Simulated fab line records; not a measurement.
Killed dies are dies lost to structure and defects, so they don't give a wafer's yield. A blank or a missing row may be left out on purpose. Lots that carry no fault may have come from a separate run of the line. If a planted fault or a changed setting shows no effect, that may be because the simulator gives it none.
Chamber matching	flow nand-harc	NHARC_A_CONTACT_DESCUM_47 on rie-diel-12: 4 sister chambers
The step chemistry O2, time 3 s. 4 wafers are shown with their chamber, then 10 later ones without.

## WAFERS PAIRED WITH THEIR CHAMBERS
wafer	chamber	drypump-motor-current-A (A)
L082.3	1	6.0
L094.3	3	4.7
L094.1	2	5.5
L094.2	0	5.8

## WAFERS WHOSE CHAMBER IS MISSING
wafer	drypump-motor-current-A (A)
L094.5	4.7
L097.3	5.8
L097.4	5.4
L097.5	5.8
L097.1	4.7
L097.2	6.0
L097.6	6.0
L096.1	5.5
L096.4	5.8
L096.6	5.5

## THE CHAMBER EACH PASSED THROUGH
wafer	from the rows above	in truth
L094.5	3	3
L097.3	0	0
L097.4	2	2
L097.5	0	0
L097.1	3	3
L097.2	1	1
L097.6	1	1
L096.1	2	2
L096.4	0	0
L096.6	2	2
10 of 10 placed correctly. From these rows, 0 cannot be placed. Number placed wrongly: 0.
How it was worked out, from the rows above alone: a wafer's distance from a chamber is the root of the sum, over the readings, of the square of ((its reading less the chamber's mean) divided by the reading's scatter). The wafer belongs to the nearest chamber; if the next one is less than 2 further off, it can't be placed. Each chamber's mean is taken over the wafers shown for it. The scatter: with one shown wafer a chamber, the root of the mean of the squares of how far each hidden wafer lies from its nearest shown one.
